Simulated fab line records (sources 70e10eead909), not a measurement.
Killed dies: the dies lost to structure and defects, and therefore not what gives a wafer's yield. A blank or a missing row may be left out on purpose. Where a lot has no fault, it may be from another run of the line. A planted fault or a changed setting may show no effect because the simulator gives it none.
The tool behind it: which one? | flow nandHarc | 24 lots, 72 wafers sampled, at 3 steps of a route of 1159

WHAT THE GAUGES SHOWED, per wafer
NHARC_A_CONTACT_CD_MEAS_42: the cd target is 200 nm. Usual: cdNm at 200.3 nm, with a standard deviation of 0.51.
lot  | measured     | on       | cdNm (nm)         | flag
L077 | day 16 18:28 | cdSem-03 | 200.1 200.0 200.9 | 
L075 | day 16 10:04 | cdSem-02 | 200.8 200.9 200.9 | 
L078 | day 16 16:53 | cdSem-01 | 201.0 200.3 200.3 | 
L074 | day 16 22:13 | cdSem-03 | 200.6 200.4 201.0 | 
L079 | day 17 00:28 | cdSem-01 | 201.4 200.1 200.5 | 
L076 | day 17 02:37 | cdSem-03 | 200.1 199.7 199.7 | 
L080 | day 17 08:55 | cdSem-01 | 201.0 199.8 200.6 | 
L081 | day 17 19:29 | cdSem-03 | 200.5 199.9 200.3 | 
L082 | day 18 09:33 | cdSem-01 | 200.4 199.9 200.8 | 
L084 | day 19 00:55 | cdSem-02 | 199.2 200.3 200.3 | 
L083 | day 18 19:59 | cdSem-01 | 200.3 200.7 200.3 | 
L085 | day 19 01:04 | cdSem-02 | 200.5 200.0 200.6 | 
L086 | day 19 10:57 | cdSem-01 | 200.0 200.2 199.9 | 
L089 | day 19 18:32 | cdSem-03 | 200.8 200.4 200.6 | 
L088 | day 19 13:22 | cdSem-01 | 200.1 200.7 200.9 | 
L090 | day 19 15:50 | cdSem-01 | 199.7 200.1 200.8 | 
L087 | day 20 00:38 | cdSem-03 | 200.2 200.1 200.2 | 
L091 | day 20 08:25 | cdSem-01 | 201.5 201.3 200.2 | 
L093 | day 21 00:08 | cdSem-01 | 200.0 200.0 200.2 | 
L092 | day 20 23:47 | cdSem-03 | 200.7 199.8 200.1 | 
L096 | day 21 15:14 | cdSem-03 | 200.8 200.5 200.3 | 
L094 | day 21 17:04 | cdSem-01 | 200.2 200.1 200.2 | 
L095 | day 22 00:20 | cdSem-03 | 199.7 199.8 199.8 | 
L097 | day 22 20:33 | cdSem-02 | 199.9 199.9 200.1 | 

EACH LOT AND THE TOOL THAT RAN IT (in order: tool; ch and the chambers of the sampled wafers; start)
lot  | NHARC_A_SLIT_STRIP_18                        | NHARC_A_CONTACT_DEP_29
L077 | rieDiel-03 ch 0,3, day 16 17:44 or earlier   | pecvd-01 ch 0,1,2, day 16 17:44
L075 | rieDiel-01 ch 0,3, day 16 09:22 or earlier   | pecvd-04 ch 0,1,2, day 16 09:22
L078 | rieDiel-07 ch 0,3, day 16 16:17 or earlier   | pecvd-03 ch 0,1, day 16 16:17
L074 | rieDiel-03 ch 1,3, day 16 21:30 or earlier   | pecvd-03 ch 0,1, day 16 21:30
L079 | rieDiel-03 ch 2,3, day 16 23:46 or earlier   | pecvd-03 ch 0,1,2, day 16 23:46
L076 | rieDiel-07 ch 1,2,3, day 17 01:53 or earlier | pecvd-03 ch 0,1,2, day 17 01:53
L080 | rieDiel-03 ch 1,2,3, day 17 08:11 or earlier | pecvd-04 ch 0,1,2, day 17 08:11
L081 | rieDiel-07 ch 1,2,3, day 17 18:47 or earlier | pecvd-04 ch 0,1,2, day 17 18:47
L082 | rieDiel-01 ch 0,1,2, day 18 08:52 or earlier | pecvd-03 ch 0,1, day 18 08:52
L084 | rieDiel-03 ch 1,2,3, day 19 00:10 or earlier | pecvd-03 ch 0,1,2, day 19 00:10
L083 | rieDiel-03 ch 0,1,2, day 18 19:17 or earlier | pecvd-04 ch 0,1,2, day 18 19:17
L085 | rieDiel-01 ch 1,2, day 19 00:19 or earlier   | pecvd-04 ch 0,1, day 19 00:19
L086 | rieDiel-07 ch 0,1, day 19 10:21 or earlier   | pecvd-04 ch 0,1,2, day 19 10:21
L089 | rieDiel-03 ch 0,2, day 19 17:56 or earlier   | pecvd-04 ch 1,2, day 19 17:56
L088 | rieDiel-01 ch 0,1,2, day 19 12:39 or earlier | pecvd-03 ch 0,1,2, day 19 12:39
L090 | rieDiel-01 ch 1,2, day 17 21:26              | pecvd-04 ch 0,1,2, day 19 15:06
L087 | rieDiel-03 ch 0,2,3, day 20 00:00 or earlier | pecvd-01 ch 0,1,2, day 20 00:00
L091 | rieDiel-01 ch 0,1, day 20 07:43 or earlier   | pecvd-01 ch 0,1,2, day 20 07:43
L093 | rieDiel-07 ch 0,2,3, day 20 23:26 or earlier | pecvd-04 ch 0,2, day 20 23:26
L092 | rieDiel-07 ch 1,2, day 20 23:04 or earlier   | pecvd-01 ch 0,2, day 20 23:04
L096 | rieDiel-03 ch 0,1, day 21 14:32 or earlier   | pecvd-01 ch 1,2, day 21 14:32
L094 | rieDiel-07 ch 1,2,3, day 21 16:20 or earlier | pecvd-03 ch 0,1,2, day 21 16:20
L095 | rieDiel-03 ch 0,3, day 21 23:36 or earlier   | pecvd-01 ch 0,1,2, day 21 23:36
L097 | rieDiel-07 ch 0,3, day 22 20:00 or earlier   | pecvd-03 ch 0,2, day 22 20:00
- NHARC_A_SLIT_STRIP_18: strips in O2.
- NHARC_A_CONTACT_DEP_29: deposits SiON, target thk 70 nm.

AS READ BY THE TOOLS THEMSELVES (means over the sampled wafers that have a number; for cases with no such wafer, the mark the record gives instead)
NHARC_A_SLIT_STRIP_18. Usual: drypumpMotorCurrentA 5.7 A, standard deviation 0.6; oesProductAu 1.001 a.u., standard deviation 0.01; rfVppV 57.7 V, standard deviation 0.84; showerheadPlenumPTorr 3.51 Torr, standard deviation 0.14; throttleValvePct 17.037 %, standard deviation 0.0086.
lot  | tool       | drypumpMotorCurrentA (A) | oesProductAu (a.u.) | rfVppV (V) | showerheadPlenumPTorr (Torr) | throttleValvePct (%) | flag
L077 | rieDiel-03 | 6.0                      | 0.990               | 58.0       | 3.65                         | 17.031               | 
L075 | rieDiel-01 | 5.9                      | 1.002               | 58.4       | 3.63                         | 17.039               | 
L078 | rieDiel-07 | 5.1                      | 1.015               | 57.7       | 3.57                         | 17.035               | 
L074 | rieDiel-03 | 5.8                      | 0.992               | 57.8       | 3.67                         | 17.043               | 
L079 | rieDiel-03 | 6.5                      | 0.994               | 58.1       | 3.44                         | 17.040               | 
L076 | rieDiel-07 | 5.3                      | 0.995               | 57.3       | 3.52                         | 17.036               | 
L080 | rieDiel-03 | 6.0                      | 0.993               | 58.1       | 3.53                         | 17.028               | 
L081 | rieDiel-07 | 5.3                      | 0.995               | 58.3       | 3.52                         | 17.031               | 
L082 | rieDiel-01 | 5.9                      | 0.990               | 56.9       | 3.43                         | 17.044               | 
L084 | rieDiel-03 | 5.9                      | 0.988               | 58.1       | 3.53                         | 17.036               | 
L083 | rieDiel-03 | 5.6                      | 1.000               | 57.9       | 3.46                         | 17.040               | 
L085 | rieDiel-01 | 5.6                      | 0.992               | 57.6       | 3.39                         | 17.041               | 
L086 | rieDiel-07 | 5.3                      | 1.009               | 58.4       | 3.61                         | 17.033               | 
L089 | rieDiel-03 | 6.2                      | 1.002               | 57.3       | 3.37                         | 17.045               | 
L088 | rieDiel-01 | 5.9                      | 0.998               | 57.4       | 3.43                         | 17.036               | 
L090 | rieDiel-01 | 6.1                      | 1.004               | 57.8       | 3.47                         | 17.030               | 
L087 | rieDiel-03 | 6.1                      | 1.002               | 57.7       | 3.51                         | 17.037               | 
L091 | rieDiel-01 | 6.3                      | 0.995               | 58.1       | 3.52                         | 17.036               | 
L093 | rieDiel-07 | 5.2                      | 1.014               | 58.0       | 3.54                         | 17.045               | 
L092 | rieDiel-07 | 5.4                      | 1.006               | 58.5       | 3.58                         | 17.049               | 
L096 | rieDiel-03 | 5.2                      | 1.005               | 58.0       | 3.53                         | 17.037               | 
L094 | rieDiel-07 | 5.3                      | 1.002               | 57.5       | 3.51                         | 17.036               | 
L095 | rieDiel-03 | 6.0                      | 1.006               | 57.2       | 3.64                         | 17.038               | 
L097 | rieDiel-07 | 5.2                      | 0.998               | 57.6       | 3.46                         | 17.039               | 

NHARC_A_CONTACT_DEP_29. Usual: heaterPowerOuterW 494 W, standard deviation 73; heaterPowerW 821 W, standard deviation 100.
lot  | tool     | heaterPowerOuterW (W) | heaterPowerW (W) | flag
L077 | pecvd-01 | 469                   | 824              | 
L075 | pecvd-04 | 580                   | 914              | 
L078 | pecvd-03 | 517                   | 853              | 
L074 | pecvd-03 | 445                   | 725              | 
L079 | pecvd-03 | 483                   | 813              | 
L076 | pecvd-03 | 509                   | 821              | 
L080 | pecvd-04 | 563                   | 897              | 
L081 | pecvd-04 | 569                   | 894              | 
L082 | pecvd-03 | 502                   | 846              | 
L084 | pecvd-03 | 493                   | 816              | 
L083 | pecvd-04 | 537                   | 867              | 
L085 | pecvd-04 | 554                   | 882              | 
L086 | pecvd-04 | 550                   | 874              | 
L089 | pecvd-04 | 526                   | 856              | 
L088 | pecvd-03 | 464                   | 773              | 
L090 | pecvd-04 | 501                   | 817              | 
L087 | pecvd-01 | 408                   | 732              | 
L091 | pecvd-01 | 427                   | 751              | 
L093 | pecvd-04 | 550                   | 852              | 
L092 | pecvd-01 | 392                   | 704              | 
L096 | pecvd-01 | 459                   | 806              | 
L094 | pecvd-03 | 533                   | 872              | 
L095 | pecvd-01 | 411                   | 725              | 
L097 | pecvd-03 | 424                   | 694              | 

THE ANSWER, worked out from the rows above alone
Rule: lot off if the mean of its wafers having a number is beyond 3 standard deviations from the usual mean. Also off: a lot with no number at a reading for which 4 or more lots have one. The other lots that the step has rows for count as sound. Order of review: gauges by route order, followed by the tools' own readings, for which a lot's mean as printed above is used. At the first step where some lot is off, the reading lying furthest off is the one used; lots without a number count as furthest.
None of the lots is off at any reading shown; this tells nothing.

WHAT THE SIMULATOR HAD INSERTED
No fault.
